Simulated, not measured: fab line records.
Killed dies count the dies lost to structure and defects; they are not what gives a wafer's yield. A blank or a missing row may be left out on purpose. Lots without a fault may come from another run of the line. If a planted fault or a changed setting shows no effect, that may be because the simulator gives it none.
fab line records	flow n5Finfet
record: lots: 7	wafers: 21
route steps=1938 shown BEOL_M1@755 BEOL_M2@881 BEOL_M4@1026 BEOL_M5@1154 BEOL_M6@1199 BEOL_M7@1308
startH: the number of hours between the record's first day and the start of the first shown wafer of the lot	waitH: hours from the lot's prior step to this one	" same as the row above	L1.1+2: a single row standing in for several wafers	- either no value or no given start	* or withheld: withheld	< > ~ a bound
route shown NAME@n: a module of which the file shows steps, and the number in the route of the first	usual: mean/standard deviation taken from wafers without a fault	same: alike in all rows	chamber/n: place in a boat	sites: readings site by site	_std_site: the standard deviation of these	_edge_site: outer sites' mean less inner sites'	radiusMm: how far each site lies from the wafer's centre	mask NAME#n: copy n	behind: the last tool/chamber to shape the wafer	hold: why the lot was held/for how many hours/how that ended	device: whichever transistor did not switch (one of n, p or np)	end of line: the same wafers' tests at the end of the route	for a step that has no rows: nothing shown but its recipe	killed: dies lost to structure and defects at the first sort, not the wafer's yield	map: a wafer's dies, marking killed ones x, the rest . and places with no die _
set.NAME: the run value of the setting; set.NAME@STEP: its run value at that earlier step	model.NAME: the simulator's own value behind a step, which no gauge read
lots whose settings were changed on purpose; a table a step, a row a wafer
== steps ==
step: N5_BEOL_M1_COAT_61
recipe: resist: SOC	tempC: 250	timeS: 60	spinRpm: 1500	resistThkNm: 60
lot.wafer	tool	chamber	startH	waitH	set.spinRpm	model.SOC_of_BEOL_M1_COAT_61.thkNm
L077.1	lithoTrack-02	0	140.98	0.1	1661	56.8
L077.2	"	0	"	"	1500	59.8
L077.6	"	0	"	"	1661	57
L079.2+4+6	lithoTrack-04	0	151.62	0.1	1500	59.8
L080.3	lithoTrack-04	0	157.82	0.1	1500	60
L080.4	"	0	"	"	1500	60.2
L080.6	"	0	"	"	1434	61.6
L081.1	lithoTrack-01	0	173.52	0.1	1500	60.2
L081.2+3	"	0	"	"	1432	61.6
L083.1+3	lithoTrack-01	0	177.33	0.1	1410	61.8
L083.6	"	0	"	"	1500	60
L085.2+4	lithoTrack-02	0	195.01	0.1	1500	59.8
L085.6	"	0	"	"	1500	60
L096.4+5+6	lithoTrack-02	0	253.95	0.1	1500	59.8
step: N5_BEOL_M1_COAT_62
recipe: resist: SiARC	tempC: 220	timeS: 60	spinRpm: 1500	resistThkNm: 12
lot.wafer	tool	chamber	startH	waitH	set.spinRpm	model.SiARC_of_BEOL_M1_COAT_62.thkNm
L077.1+2+6	lithoTrack-02	0	-	-	1500	12
L079.2+6	lithoTrack-04	0	-	-	1500	12
L079.4	"	0	"	"	1338	12.8
L080.3	lithoTrack-04	0	-	-	1664	11.4
L080.4+6	"	0	"	"	1500	12
L081.1+2	lithoTrack-01	0	-	-	1440	12.2
L081.3	"	0	"	"	1500	12
L083.1	lithoTrack-01	0	-	-	1500	12
L083.3+6	"	0	"	"	1362	12.6
L085.2+6	lithoTrack-02	0	-	-	1500	12
L085.4	"	0	"	"	1385	12.4
L096.4+5+6	lithoTrack-02	0	-	-	1500	12
step: N5_BEOL_M1_COAT_73
recipe: resist: underlayer	tempC: 205	timeS: 60	spinRpm: 1500	resistThkNm: 5
step: N5_BEOL_M1_COAT_05
recipe: resist: CAR-EUV	spinRpm: 1500	resistThkNm: 30
step: N5_BEOL_M1_DESCUM_16
recipe: chemistry: O2	timeS: 7	sourcePowerW: 50	biasPowerW: 20	pressureMtorr: 20	rfFrequencyHz: 2.712e+07	tempC: 40	resist: CAR-EUV	o2FlowSccm: 225
step: N5_BEOL_M1_ETCH_74
recipe: chemistry: N2/H2	target: underlayer	targetDepthA: 65	maskMaterial: CAR-EUV	timeS: 5.2	ionEnergyEv: 200	pressureMtorr: 30	sourceW: 840	biasW: 150	n2FlowSccm: 200	h2FlowSccm: 200	ends: cleared
step: N5_BEOL_M1_ETCH_63
recipe: chemistry: CF4	target: SiARC	targetDepthA: 156	maskMaterial: CAR-EUV	timeS: 26	ionEnergyEv: 80	pressureMtorr: 40	sourceW: 545	biasW: 36	Ar_flow_sccm: 100	cf4FlowSccm: 100	ends: cleared
lot.wafer	tool	chamber	startH	waitH	set.spinRpm@BEOL_M1_COAT_62	model.etch.depthNm	model.CAR-EUV_of_BEOL_M1_COAT_05.thkNm
L077.1	rieDiel-05	2	141.42	0.0	1500	11.98	11
L077.2	"	3	"	"	1500	11.97	11.2
L077.6	"	3	"	"	1500	12	11.2
L079.2	rieDiel-03	1	152.29	0.0	1500	12.05	11
L079.4	"	2	"	"	1338	12.72	10.4
L079.6	"	3	"	"	1500	12.01	11.2
L080.3	rieDiel-03	0	158.46	0.0	1664	11.42	11.6
L080.4	"	1	"	"	1500	12	11.4
L080.6	"	0	"	"	1500	12.06	11
L081.1	rieDiel-04	2	173.96	0.0	1440	12.25	11
L081.2	"	0	"	"	1440	12.27	10.8
L081.3	"	3	"	"	1500	11.99	11.2
L083.1	rieDiel-04	3	177.89	0.0	1500	12.08	11.2
L083.3	"	0	"	"	1362	12.67	10.8
L083.6	"	0	"	"	1362	12.65	10.8
L085.2	rieDiel-03	3	195.45	0.0	1500	11.95	11.2
L085.4	"	1	"	"	1385	12.45	10.8
L085.6	"	3	"	"	1500	11.98	11.2
L096.4	rieDiel-04	2	254.38	0.0	1500	11.95	11.4
L096.5	"	0	"	"	1500	11.98	11.2
L096.6	"	1	"	"	1500	12	11.2
step: N5_BEOL_M1_ETCH_64
recipe: chemistry: N2/H2	target: SOC	targetDepthA: 750	overetchA: 150	maskMaterial: SiARC	tempC: 40	timeS: 112.5	ionEnergyEv: 200	pressureMtorr: 30	sourceW: 840	biasW: 150	n2FlowSccm: 200	h2FlowSccm: 200
lot.wafer	tool	chamber	startH	waitH	set.spinRpm@BEOL_M1_COAT_61	set.spinRpm@BEOL_M1_COAT_62	model.etch.depthNm	model.SiARC_of_BEOL_M1_COAT_62.thkNm
L077.1	rieDiel-05	2	141.44	0.0	1661	1500	56.88	7
L077.2	"	3	"	"	1500	1500	59.81	6.6
L077.6	"	3	"	"	1661	1500	56.9	6.8
L079.2	rieDiel-03	1	152.32	0.0	1500	1500	59.85	6.8
L079.4	"	2	"	"	1500	1338	59.82	7.4
L079.6	"	3	"	"	1500	1500	59.76	6.8
L080.3	rieDiel-03	0	158.49	0.0	1500	1664	60.08	6.2
L080.4	"	1	"	"	1500	1500	60.11	6.8
L080.6	"	0	"	"	1434	1500	61.59	6.8
L081.1	rieDiel-04	2	173.99	0.0	1500	1440	60.12	7
L081.2	"	0	"	"	1432	1440	61.54	7
L081.3	"	3	"	"	1432	1500	61.53	7
L083.1	rieDiel-04	3	177.92	0.0	1410	1500	61.74	7
L083.3	"	0	"	"	1410	1362	61.8	7.4
L083.6	"	0	"	"	1500	1362	60.02	7.4
L085.2	rieDiel-03	3	195.48	0.0	1500	1500	59.81	6.8
L085.4	"	1	"	"	1500	1385	59.85	7.2
L085.6	"	3	"	"	1500	1500	59.94	6.8
L096.4	rieDiel-04	2	254.41	0.0	1500	1500	59.87	7
L096.5	"	0	"	"	1500	1500	59.82	6.8
L096.6	"	1	"	"	1500	1500	59.79	6.8
step: N5_BEOL_M1_STRIP_65
recipe: chemistry: N2/H2	tempC: 40	n2FlowSccm: 200	h2FlowSccm: 200	rfFrequencyHz: 6e+07
step: N5_BEOL_M1_STRIP_75
recipe: chemistry: N2/H2	tempC: 40	n2FlowSccm: 200	h2FlowSccm: 200	rfFrequencyHz: 6e+07
step: N5_BEOL_M1_STRIP_66
recipe: chemistry: CF4	resist: SiARC	powerW: 300	biasPowerW: 75	pressureMtorr: 50	cf4FlowSccm: 150	rfFrequencyHz: 6e+07
step: N5_BEOL_M1_HM_OPEN_17
recipe: chemistry: Cl2/BCl3	targetDepthA: 200	overetchA: 60	target: TiN	maskMaterial: SOC	ionEnergyEv: 150	pressureMtorr: 10	icpW: 1000	biasW: 126	Cl2_flow_sccm: 53.25	bcl3FlowSccm: 21.75	Ar_flow_sccm: 25
lot.wafer	tool	chamber	startH	waitH	set.spinRpm@BEOL_M1_COAT_61	model.SOC_of_BEOL_M1_COAT_61.thkNm
L077.1	rieMetal-01	0	141.61	0.0	1661	48.8
L077.2	"	1	"	"	1500	52.4
L077.6	"	1	"	"	1661	49.4
L079.2+4	rieMetal-01	1	152.49	0.0	1500	52.4
L079.6	"	0	"	"	1500	51.6
L080.3	rieMetal-03	1	158.69	0.1	1500	52.4
L080.4	"	0	"	"	1500	51.8
L080.6	"	0	"	"	1434	53.4
L081.1	rieMetal-02	0	174.16	0.0	1500	52.2
L081.2	"	1	"	"	1432	53.8
L081.3	"	0	"	"	1432	53.6
L083.1	rieMetal-02	0	178.08	0.0	1410	53.8
L083.3	"	1	"	"	1410	54
L083.6	"	0	"	"	1500	52
L085.2+4+6	rieMetal-03	1	195.68	0.1	1500	52.2
L096.4+5	rieMetal-03	1	254.61	0.1	1500	52.2
L096.6	"	0	"	"	1500	51.6
step: N5_BEOL_M2_ETCH_69
recipe: chemistry: CF4	target: SiARC	targetDepthA: 156	maskMaterial: CAR-EUV	timeS: 26	ionEnergyEv: 80	pressureMtorr: 40	sourceW: 545	biasW: 36	Ar_flow_sccm: 100	cf4FlowSccm: 100	ends: cleared
usual: rfVppV: 184.2/1.1
lot.wafer	tool	chamber	startH	waitH	set.biasW	rfVppV
L077.1	rieDiel-01	3	149.14	0.0	40.44	198.3
L077.2	"	1	"	"	40.44	198.2
L077.6	"	0	"	"	36	184.6
L079.2	rieDiel-06	1	161.50	0.0	36	183.7
L079.4	"	2	"	"	36	184.2
L079.6	"	1	"	"	36	184.3
L080.3	rieDiel-01	1	175.45	0.0	38.93	192.0
L080.4	"	1	"	"	36	183.7
L080.6	"	3	"	"	36	184.2
L081.1	rieDiel-06	0	184.98	0.0	36	185.3
L081.2	"	1	"	"	38.3	191.7
L081.3	"	2	"	"	36	185.6
L083.1	rieDiel-06	3	187.19	0.0	30.89	165.5
L083.3	"	2	"	"	30.89	166.4
L083.6	"	1	"	"	36	184.0
L085.2	rieDiel-01	2	204.83	0.0	39.86	195.0
L085.4	"	0	"	"	36	184.3
L085.6	"	1	"	"	36	183.1
L096.4	rieDiel-02	2	268.50	0.0	36	184.4
L096.5	"	1	"	"	36	185.4
L096.6	"	3	"	"	36	186.1
step: N5_BEOL_M4_COAT_62
recipe: resist: SiARC	tempC: 220	timeS: 60	spinRpm: 1500	resistThkNm: 12
lot.wafer	tool	chamber	startH	waitH	set.spinRpm
L077.1	lithoTrack-04	0	-	-	1500
L077.2+6	"	0	"	"	1445
L079.2+4	lithoTrack-04	0	-	-	1500
L079.6	"	0	"	"	1436
L080.3+4+6	lithoTrack-02	0	-	-	1500
L081.1+3	lithoTrack-02	0	-	-	1500
L081.2	"	0	"	"	1597
L083.1	lithoTrack-04	0	-	-	1500
L083.3+6	"	0	"	"	1555
L085.2+4+6	lithoTrack-02	0	-	-	1500
L096.4+5+6	lithoTrack-02	0	-	-	1500
step: N5_BEOL_M4_COAT_73
recipe: resist: underlayer	tempC: 205	timeS: 60	spinRpm: 1500	resistThkNm: 5
step: N5_BEOL_M4_COAT_05
recipe: resist: CAR-EUV	spinRpm: 1500	resistThkNm: 30
step: N5_BEOL_M4_DESCUM_16
recipe: chemistry: O2	timeS: 7	sourcePowerW: 50	biasPowerW: 20	pressureMtorr: 20	rfFrequencyHz: 2.712e+07	tempC: 40	resist: CAR-EUV	o2FlowSccm: 225
step: N5_BEOL_M4_ETCH_74
recipe: chemistry: N2/H2	target: underlayer	targetDepthA: 65	maskMaterial: CAR-EUV	timeS: 5.2	ionEnergyEv: 200	pressureMtorr: 30	sourceW: 840	biasW: 150	n2FlowSccm: 200	h2FlowSccm: 200	ends: cleared
step: N5_BEOL_M4_ETCH_63
recipe: chemistry: CF4	target: SiARC	targetDepthA: 156	maskMaterial: CAR-EUV	timeS: 26	ionEnergyEv: 80	pressureMtorr: 40	sourceW: 545	biasW: 36	Ar_flow_sccm: 100	cf4FlowSccm: 100	ends: cleared
lot.wafer	tool	chamber	startH	waitH	set.spinRpm@BEOL_M4_COAT_62	model.etch.depthNm
L077.1	rieDiel-02	2	166.14	0.0	1500	12
L077.2	"	1	"	"	1445	12.3
L077.6	"	3	"	"	1445	12.25
L079.2	rieDiel-01	3	186.56	0.0	1500	12
L079.4	"	1	"	"	1500	12.01
L079.6	"	0	"	"	1436	12.29
L080.3	rieDiel-01	3	195.66	0.0	1500	11.96
L080.4	"	1	"	"	1500	11.94
L080.6	"	3	"	"	1500	11.93
L081.1	rieDiel-02	0	201.02	0.0	1500	11.92
L081.2	"	2	"	"	1597	11.59
L081.3	"	1	"	"	1500	11.95
L083.1	rieDiel-01	2	205.04	0.0	1500	12.06
L083.3	"	0	"	"	1555	11.8
L083.6	"	2	"	"	1555	11.82
L085.2+6	rieDiel-06	2,0	225.79	0.0	1500	11.96
L085.4	"	1	"	"	1500	11.97
L096.4	rieDiel-01	2	307.72	0.0	1500	12.01
L096.5	"	0	"	"	1500	12.05
L096.6	"	3	"	"	1500	12.02
step: N5_BEOL_M5_ETCH_68
recipe: chemistry: N2/H2	target: SOC	targetDepthA: 800	overetchA: 160	maskMaterial: SiARC	tempC: 40	timeS: 120	ionEnergyEv: 200	pressureMtorr: 30	sourceW: 840	biasW: 150	n2FlowSccm: 200	h2FlowSccm: 200
lot.wafer	tool	chamber	startH	waitH	set.timeS	model.SiARC_of_BEOL_M5_COAT_66.thkNm
L077.1+2+6	rieDiel-03	1,0,1	182.59	0.0	120	6.4
L079.2+4+6	rieDiel-03	3,1,3	199.77	0.0	120	6.4
L080.3+4	rieDiel-05	3,0	205.64	0.0	111.3	6.8
L080.6	"	3	"	"	120	6.4
L081.1	rieDiel-04	1	214.73	0.0	120	6.4
L081.2	"	2	"	"	96.13	7.6
L081.3	"	3	"	"	120	6.6
L083.1	rieDiel-04	3	221.34	0.0	120	6.6
L083.3+6	"	1,0	"	"	120	6.4
L085.2	rieDiel-04	0	237.28	0.0	142.8	5.4
L085.4+6	"	1,3	"	"	120	6.4
L096.4+5+6	rieDiel-03	3,0,1	326.22	0.0	120	6.4
step: N5_BEOL_M5_TRENCH_ETCH_37
recipe: chemistry: C4F6/O2	targetDepthA: 716.52	target: SiCOH_lowk	timeS: 24.7	ionEnergyEv: 250	pressureMtorr: 30	sourceW: 345	biasW: 185	Ar_flow_sccm: 300	C4F6_flow_sccm: 10	O2_flow_sccm: 10
usual: rfVppV: 664/12
lot.wafer	tool	chamber	startH	waitH	set.sourceW	rfVppV
L077.1	rieDiel-03	1	-	-	345	668
L077.2	"	0	"	"	345	641
L077.6	"	1	"	"	306	710
L079.2	rieDiel-03	3	-	-	345	674
L079.4	"	1	"	"	345	669
L079.6	"	3	"	"	345	676
L080.3	rieDiel-05	3	-	-	315.1	709
L080.4	"	0	"	"	345	671
L080.6	"	3	"	"	345	677
L081.1	rieDiel-04	1	-	-	345	663
L081.2	"	2	"	"	345	684
L081.3	"	3	"	"	345	661
L083.1	rieDiel-04	3	-	-	386.9	624
L083.3	"	1	"	"	345	664
L083.6	"	0	"	"	386.9	630
L085.2	rieDiel-04	0	-	-	345	666
L085.4	"	1	"	"	345	663
L085.6	"	3	"	"	400.7	611
L096.4	rieDiel-03	3	-	-	345	673
L096.5	"	0	"	"	345	639
L096.6	"	1	"	"	345	666
step: N5_BEOL_M6_COAT_59
recipe: resist: SOC	tempC: 250	timeS: 60	spinRpm: 1500	resistThkNm: 100
lot.wafer	tool	chamber	startH	waitH	set.spinRpm	model.SOC_of_BEOL_M6_COAT_59.thkNm
L077.1	lithoTrack-01	0	192.39	0.1	1500	99.6
L077.2+6	"	0	"	"	1500	100
L079.2	lithoTrack-01	0	211.96	0.1	1500	100
L079.4	"	0	"	"	1500	99.8
L079.6	"	0	"	"	1500	100.2
L080.3	lithoTrack-04	0	213.46	0.1	1500	99.6
L080.4+6	"	0	"	"	1379	103.6
L081.1	lithoTrack-01	0	225.12	0.1	1500	100.4
L081.2	"	0	"	"	1500	100.2
L081.3	"	0	"	"	1500	100.6
L083.1	lithoTrack-04	0	229.61	0.1	1455	101.6
L083.3	"	0	"	"	1500	99.4
L083.6	"	0	"	"	1500	99.8
L085.2	lithoTrack-04	0	247.69	0.1	1641	95.6
L085.4	"	0	"	"	1500	100
L085.6	"	0	"	"	1500	100.2
L096.4+5+6	lithoTrack-04	0	336.43	0.1	1500	100
step: N5_BEOL_M6_COAT_60
recipe: resist: SiARC	tempC: 220	timeS: 60	spinRpm: 1500	resistThkNm: 35
lot.wafer	tool	chamber	startH	waitH	set.tempC
L077.1+6	lithoTrack-01	0	-	-	220
L077.2	"	0	"	"	215.7
L079.2+4	lithoTrack-01	0	-	-	214
L079.6	"	0	"	"	220
L080.3+4+6	lithoTrack-04	0	-	-	220
L081.1	lithoTrack-01	0	-	-	220
L081.2+3	"	0	"	"	227.6
L083.1+6	lithoTrack-04	0	-	-	220
L083.3	"	0	"	"	213.3
L085.2+4	lithoTrack-04	0	-	-	210.2
L085.6	"	0	"	"	220
L096.4+5+6	lithoTrack-04	0	-	-	220
step: N5_BEOL_M6_COAT_05
recipe: resist: CAR-ArF	spinRpm: 1500	resistThkNm: 90
step: N5_BEOL_M6_EBR_07
recipe: solvent: PGMEA	ebrWidthMm: 1.5
step: N5_BEOL_M6_DESCUM_16
recipe: chemistry: O2	timeS: 7.9	sourcePowerW: 50	biasPowerW: 20	pressureMtorr: 20	rfFrequencyHz: 2.712e+07	tempC: 40	resist: CAR-ArF	o2FlowSccm: 225
step: N5_BEOL_M6_ETCH_61
recipe: chemistry: CF4	target: SiARC	targetDepthA: 455	maskMaterial: CAR-ArF	timeS: 75.8	ionEnergyEv: 80	pressureMtorr: 40	sourceW: 545	biasW: 36	Ar_flow_sccm: 100	cf4FlowSccm: 100	ends: cleared
step: N5_BEOL_M6_ETCH_62
recipe: chemistry: N2/H2	target: SOC	targetDepthA: 1100	overetchA: 220	maskMaterial: SiARC	tempC: 40	timeS: 165	ionEnergyEv: 200	pressureMtorr: 30	sourceW: 840	biasW: 150	n2FlowSccm: 200	h2FlowSccm: 200
lot.wafer	tool	chamber	startH	waitH	set.spinRpm@BEOL_M6_COAT_59	model.etch.depthNm
L077.1	rieDiel-01	0	193.13	0.1	1500	99.6
L077.2	"	1	"	"	1500	100.1
L077.6	"	0	"	"	1500	100
L079.2	rieDiel-02	0	213.10	0.0	1500	100.1
L079.4	"	2	"	"	1500	99.82
L079.6	"	3	"	"	1500	100.3
L080.3	rieDiel-06	0	214.01	0.0	1500	99.64
L080.4	"	1	"	"	1379	103.6
L080.6	"	1	"	"	1379	103.7
L081.1	rieDiel-06	2	226.06	0.0	1500	100.4
L081.2	"	1	"	"	1500	100.3
L081.3	"	0	"	"	1500	100.5
L083.1	rieDiel-06	0	230.20	0.0	1455	101.6
L083.3	"	3	"	"	1500	99.41
L083.6	"	1	"	"	1500	99.86
L085.2	rieDiel-02	3	248.45	0.0	1641	95.68
L085.4	"	0	"	"	1500	99.9
L085.6	"	3	"	"	1500	100.2
L096.4	rieDiel-06	1	336.98	0.0	1500	99.97
L096.5+6	"	2,1	"	"	1500	100.1
step: N5_BEOL_M6_STRIP_68
recipe: chemistry: N2/H2	tempC: 40	n2FlowSccm: 200	h2FlowSccm: 200	rfFrequencyHz: 6e+07
step: N5_BEOL_M6_STRIP_67
recipe: chemistry: CF4	resist: SiARC	powerW: 300	biasPowerW: 75	pressureMtorr: 50	cf4FlowSccm: 150	rfFrequencyHz: 6e+07
step: N5_BEOL_M6_HM_OPEN_17
recipe: chemistry: Cl2/BCl3	targetDepthA: 200	overetchA: 60	target: TiN	maskMaterial: SOC	ionEnergyEv: 150	pressureMtorr: 10	icpW: 1000	biasW: 126	Cl2_flow_sccm: 53.25	bcl3FlowSccm: 21.75	Ar_flow_sccm: 25
lot.wafer	tool	chamber	startH	waitH	set.spinRpm@BEOL_M6_COAT_59	model.SOC_of_BEOL_M6_COAT_59.thkNm
L077.1	rieMetal-01	0	193.40	0.0	1500	91.4
L077.2	"	1	"	"	1500	92.6
L077.6	"	1	"	"	1500	92.4
L079.2	rieMetal-03	1	213.29	0.0	1500	92.4
L079.4	"	1	"	"	1500	92
L079.6	"	0	"	"	1500	92.2
L080.3	rieMetal-02	0	214.22	0.1	1500	91.6
L080.4	"	1	"	"	1379	95.8
L080.6	"	0	"	"	1379	95.6
L081.1	rieMetal-03	1	226.25	0.0	1500	92.6
L081.2	"	0	"	"	1500	92.2
L081.3	"	0	"	"	1500	92.4
L083.1	rieMetal-02	1	230.38	0.0	1455	93.8
L083.3	"	0	"	"	1500	91.4
L083.6	"	0	"	"	1500	91.8
L085.2	rieMetal-02	0	248.64	0.0	1641	87.6
L085.4	"	1	"	"	1500	92
L085.6	"	0	"	"	1500	92.2
L096.4+6	rieMetal-01	0	337.20	0.1	1500	91.8
L096.5	"	1	"	"	1500	92.6
step: N5_BEOL_M7_TRENCH_ETCH_37
recipe: chemistry: C4F6/O2	targetDepthA: 934.78	target: SiCOH_lowk	timeS: 31.2	ionEnergyEv: 250	pressureMtorr: 30	sourceW: 345	biasW: 185	Ar_flow_sccm: 300	C4F6_flow_sccm: 10	O2_flow_sccm: 10
usual: rfVppV: 662/13
lot.wafer	tool	chamber	startH	waitH	set.sourceW	rfVppV	model.BEOL_M7.featureDepthNm	model.etch.depthNm
L077.1	rieDiel-03	3	-	-	345	674	92.2	92.1
L077.2	"	1	"	"	345	668	94.6	94.55
L077.6	"	3	"	"	403.8	623	99	98.97
L079.2	rieDiel-03	1	-	-	345	668	94.4	94.3
L079.4	"	3	"	"	345	675	93.2	93.24
L079.6	"	3	"	"	345	673	92.4	92.48
L080.3	rieDiel-04	3	-	-	391.5	619	96.8	96.72
L080.4	"	0	"	"	345	668	94	94.02
L080.6	"	2	"	"	391.5	643	97	97.07
L081.1	rieDiel-03	2	-	-	345	660	95.2	95.14
L081.2	"	3	"	"	395.1	630	98	97.99
L081.3	"	1	"	"	395.1	623	100.4	100.4
L083.1	rieDiel-05	0	-	-	345	672	93.8	93.87
L083.3	"	3	"	"	345	678	93.4	93.41
L083.6	"	2	"	"	306.2	690	88	88.06
L085.2	rieDiel-03	2	-	-	345	660	93	92.93
L085.4	"	3	"	"	315.6	706	88.8	88.71
L085.6	"	1	"	"	345	667	93.6	93.64
L096.4	rieDiel-05	2	-	-	345	648	90.4	90.5
L096.5	"	0	"	"	345	671	93.6	93.5
L096.6	"	1	"	"	345	658	92.4	92.42
== key ==
split: step: N5_BEOL_M1_COAT_61	setting: spinRpm	stated: 1500	by: wafer
response: step: N5_BEOL_M1_COAT_61	reading: model.SOC_of_BEOL_M1_COAT_61.thkNm	change: -0.287	per: 1%	r: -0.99
response: step: N5_BEOL_M1_ETCH_64	reading: model.etch.depthNm	change: -0.287	per: 1%	r: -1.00
response: step: N5_BEOL_M1_HM_OPEN_17	reading: model.SOC_of_BEOL_M1_COAT_61.thkNm	change: -0.31	per: 1%	r: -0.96
split: step: N5_BEOL_M1_COAT_62	setting: spinRpm	stated: 1500	by: wafer
response: step: N5_BEOL_M1_COAT_62	reading: model.SiARC_of_BEOL_M1_COAT_62.thkNm	change: -0.0622	per: 1%	r: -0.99
response: step: N5_BEOL_M1_ETCH_63	reading: model.etch.depthNm	change: -0.0611	per: 1%	r: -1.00
response: step: N5_BEOL_M1_ETCH_63	reading: model.CAR-EUV_of_BEOL_M1_COAT_05.thkNm	change: +0.0503	per: 1%	r: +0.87
response: step: N5_BEOL_M1_ETCH_64	reading: model.SiARC_of_BEOL_M1_COAT_62.thkNm	change: -0.05	per: 1%	r: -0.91
split: step: N5_BEOL_M2_ETCH_69	setting: biasW	stated: 36	by: wafer
response: step: N5_BEOL_M2_ETCH_69	reading: rfVppV	change: +1.13	per: 1%	r: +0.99
split: step: N5_BEOL_M4_COAT_62	setting: spinRpm	stated: 1500	by: wafer
response: step: N5_BEOL_M4_ETCH_63	reading: model.etch.depthNm	change: -0.0616	per: 1%	r: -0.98
split: step: N5_BEOL_M5_ETCH_68	setting: timeS	stated: 120	by: wafer
response: step: N5_BEOL_M5_ETCH_68	reading: model.SiARC_of_BEOL_M5_COAT_66.thkNm	change: -0.0541	per: 1%	r: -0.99
split: step: N5_BEOL_M5_TRENCH_ETCH_37	setting: sourceW	stated: 345	by: wafer
response: step: N5_BEOL_M5_TRENCH_ETCH_37	reading: rfVppV	change: -3.66	per: 1%	r: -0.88
split: step: N5_BEOL_M6_COAT_59	setting: spinRpm	stated: 1500	by: wafer
response: step: N5_BEOL_M6_COAT_59	reading: model.SOC_of_BEOL_M6_COAT_59.thkNm	change: -0.496	per: 1%	r: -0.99
response: step: N5_BEOL_M6_ETCH_62	reading: model.etch.depthNm	change: -0.485	per: 1%	r: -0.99
response: step: N5_BEOL_M6_HM_OPEN_17	reading: model.SOC_of_BEOL_M6_COAT_59.thkNm	change: -0.505	per: 1%	r: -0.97
split: step: N5_BEOL_M6_COAT_60	setting: tempC	stated: 220	by: wafer
response none clear
split: step: N5_BEOL_M7_TRENCH_ETCH_37	setting: sourceW	stated: 345	by: wafer
response: step: N5_BEOL_M7_TRENCH_ETCH_37	reading: rfVppV	change: -2.63	per: 1%	r: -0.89
response: step: N5_BEOL_M7_TRENCH_ETCH_37	reading: model.BEOL_M7.featureDepthNm	change: +0.333	per: 1%	r: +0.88
response: step: N5_BEOL_M7_TRENCH_ETCH_37	reading: model.etch.depthNm	change: +0.335	per: 1%	r: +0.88
